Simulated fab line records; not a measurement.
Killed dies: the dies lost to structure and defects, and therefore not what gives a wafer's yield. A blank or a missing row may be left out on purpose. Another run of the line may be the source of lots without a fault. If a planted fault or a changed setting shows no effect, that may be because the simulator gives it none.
Chamber matching | flow n5_finfet | N5_BEOL_M14_DEP_53 on pecvd-01 has 3 sister chambers
The step deposits SiCN from 3MS/NH3, target thk 50 nm, time 17.8 s. 3 wafers are shown with their chamber, then 9 later ones without.

## EACH WAFER AND ITS CHAMBER
wafer  | chamber | showerhead_plenum_p_Torr (Torr)
L088.6 | 0       | 4.20
L087.4 | 1       | 4.12
L087.5 | 2       | 4.10

## WAFERS MISSING THEIR CHAMBER
wafer  | showerhead_plenum_p_Torr (Torr)
L090.3 | 4.10
L090.5 | 4.19
L090.6 | 4.09
L093.2 | 4.10
L093.4 | 4.12
L093.5 | 4.10
L095.1 | 4.21
L095.4 | 4.21
L095.5 | 4.12

## CHAMBER TAKEN BY EACH
wafer  | from the rows above | in truth
L090.3 | 2                   | 2
L090.5 | 0                   | 0
L090.6 | 2                   | 2
L093.2 | 2                   | 2
L093.4 | 1                   | 1
L093.5 | 2                   | 2
L095.1 | 0                   | 0
L095.4 | 0                   | 0
L095.5 | 1                   | 1
Correctly placed: 9 of 9. Left unplaced by these rows: 0. 0 placed wrongly.
How it was worked out, from the rows above alone: a wafer's distance from a chamber is the root of the sum, over the readings, of the square of ((its reading less the chamber's mean) divided by the reading's scatter). If the next closest chamber is less than 2 further off than the closest, the wafer can't be placed; otherwise it belongs to the closest. A chamber's mean is the mean of its shown wafers. The scatter: root of mean squared gap, hidden wafer to nearest shown wafer, with one shown wafer a chamber.
